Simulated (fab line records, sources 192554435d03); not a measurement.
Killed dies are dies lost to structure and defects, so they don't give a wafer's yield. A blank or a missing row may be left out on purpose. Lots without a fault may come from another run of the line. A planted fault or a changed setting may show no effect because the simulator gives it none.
Chamber matching | flow n5_finfet | N5_PASSIVATION_PECVD_01 on pecvd-04: 3 sister chambers
The step deposits SiNx from SiH4/NH3/N2, target thk 200 nm, time 43.2 s. 14 wafers are shown with their chamber, then 7 later ones without.

WAFERS WITH THEIR CHAMBER
wafer  | chamber | throttle_valve_pct (%) | showerhead_plenum_p_Torr (Torr) | heater_power_w (W)
L591.1 | 0       | 31.8                   | 8.69                            | 426
L591.4 | 2       | 28.1                   | 8.73                            | 388
L591.6 | 0       | 31.6                   | 8.69                            | 431
L597.6 | 2       | 27.9                   | 8.74                            | 349
L595.3 | 0       | 31.5                   | 8.68                            | 419
L595.4 | 0       | 31.6                   | 8.69                            | 424
L600.1 | 1       | 29.1                   | 8.63                            | 430
L600.3 | 2       | 28.1                   | 8.73                            | 349
L600.4 | 1       | 29.2                   | 8.61                            | 446
L603.1 | 1       | 29.5                   | 8.60                            | 381
L603.3 | 2       | 28.2                   | 8.73                            | 361
L603.4 | 2       | 28.2                   | 8.73                            | 369
L602.2 | 2       | 28.4                   | 8.74                            | 328
L602.4 | 0       | 31.9                   | 8.68                            | 409

SIGNATURES (means of the wafers above)
reading                  | chamber 0 | chamber 1 | chamber 2 | scatter within a chamber
throttle_valve_pct       | 31.680    | 29.267    | 28.150    | 0.173
showerhead_plenum_p_Torr | 8.6860    | 8.6133    | 8.7333    | 0.00809
heater_power_w           | 421.80    | 419.00    | 357.33    | 20.6
Rule: a wafer's distance from a chamber is the root of the sum, over the readings, of the square of ((its reading less the chamber's mean) divided by the reading's scatter). The wafer belongs to the nearest chamber; if the next one is less than 2 further off, it can't be placed. The scatter: the root of (the sum of the squares of (reading less its chamber's mean) over the shown wafers, divided by (wafers less chambers)).

WAFERS WITHOUT THEIR CHAMBER
wafer  | throttle_valve_pct (%) | showerhead_plenum_p_Torr (Torr) | heater_power_w (W)
L602.6 | 29.1                   | 8.60                            | 335
L607.1 | 28.6                   | 8.76                            | 317
L607.4 | 28.7                   | 8.73                            | 327
L607.5 | 28.6                   | 8.76                            | 322
L612.2 | 28.5                   | 8.73                            | 339
L612.3 | 32.0                   | 8.68                            | 405
L612.4 | 32.0                   | 8.68                            | 414

WHICH CHAMBER EACH WENT THROUGH
wafer  | from the rows above | in truth
L602.6 | 1                   | 1
L607.1 | 2                   | 2
L607.4 | 2                   | 2
L607.5 | 2                   | 2
L612.2 | 2                   | 2
L612.3 | 0                   | 0
L612.4 | 0                   | 0
Placed correctly: 7 of 7. Can't be placed from these rows: 0. Placed wrongly: 0.
